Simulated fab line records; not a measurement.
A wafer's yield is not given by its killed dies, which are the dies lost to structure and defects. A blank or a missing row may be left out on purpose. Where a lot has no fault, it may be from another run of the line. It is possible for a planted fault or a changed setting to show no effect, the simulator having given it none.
Matching of chambers | flow nand harc | NHARC_A_CHANNEL_FILL_D1_ETCHBACK_20 on rie diel-09 has 4 sister chambers
The step etches the open film in C4F8/O2/Ar, target depth 27 nm, time 13.5 s. 18 wafers are shown with their chamber, then 9 later ones without.

== WAFERS PAIRED WITH THEIR CHAMBERS ==
wafer  | chamber | rf vpp V (V) | oes product au (a.u.)
L076.1 | 0       | 976          | 0.91
L076.2 | 3       | 976          | 0.92
L076.4 | 1       | 981          | 0.92
L074.1 | 2       | 987          | 0.92
L074.5 | 0       | 977          | 0.91
L074.6 | 3       | 975          | 0.93
L078.3 | 2       | 987          | 0.92
L078.5 | 2       | 988          | 0.91
L078.6 | 1       | 981          | 0.92
L082.3 | 2       | 989          | 0.91
L082.4 | 1       | 981          | 0.93
L082.6 | 3       | 976          | 0.91
L081.2 | 0       | 978          | 0.98
L081.3 | 1       | 981          | 1.01
L081.5 | 2       | 989          | 0.99
L085.2 | 2       | 988          | 1.01
L085.3 | 1       | 980          | 0.99
L085.6 | 1       | 980          | 0.98

SIGNATURES (averages over the wafers above)
reading        | chamber 0 | chamber 1 | chamber 2 | chamber 3 | scatter within a chamber
rf vpp V       | 977.00    | 980.67    | 988.00    | 975.67    | 0.756
oes product au | 0.9333    | 0.9583    | 0.9433    | 0.9200    | 0.039
Rule: a wafer lies at a distance from a chamber equal to the root of the sum of squares, over the readings, of (its reading less the chamber's mean, divided by the reading's scatter). If the next closest chamber is less than 2 further off than the closest, the wafer can't be placed; otherwise it belongs to the closest. The scatter: take each reading less its chamber's mean, square it, sum over the shown wafers, divide by the number of wafers less the number of chambers, and take the root.

== WAFERS MISSING THEIR CHAMBER ==
wafer  | rf vpp V (V) | oes product au (a.u.)
L088.1 | 975          | 0.97
L088.4 | 978          | 0.95
L088.5 | 976          | 0.96
L093.1 | 976          | 1.00
L093.5 | 977          | 0.98
L093.6 | 975          | 1.00
L092.1 | 975          | 1.01
L092.2 | 979          | 0.99
L092.4 | 979          | 0.99

== THE CHAMBER EACH PASSED THROUGH ==
wafer  | from the rows above     | in truth
L088.1 | can't be placed: 3 or 0 | 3
L088.4 | can't be placed: 0 or 3 | 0
L088.5 | can't be placed: 3 or 0 | 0
L093.1 | can't be placed: 3 or 0 | 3
L093.5 | can't be placed: 0 or 3 | 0
L093.6 | can't be placed: 3 or 0 | 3
L092.1 | can't be placed: 3 or 0 | 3
L092.2 | can't be placed: 1 or 0 | 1
L092.4 | can't be placed: 1 or 0 | 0
Correct placement for 0 of the 9. These rows do not allow placing 9 (true chamber among the candidates in 9). Wrongly placed: 0.
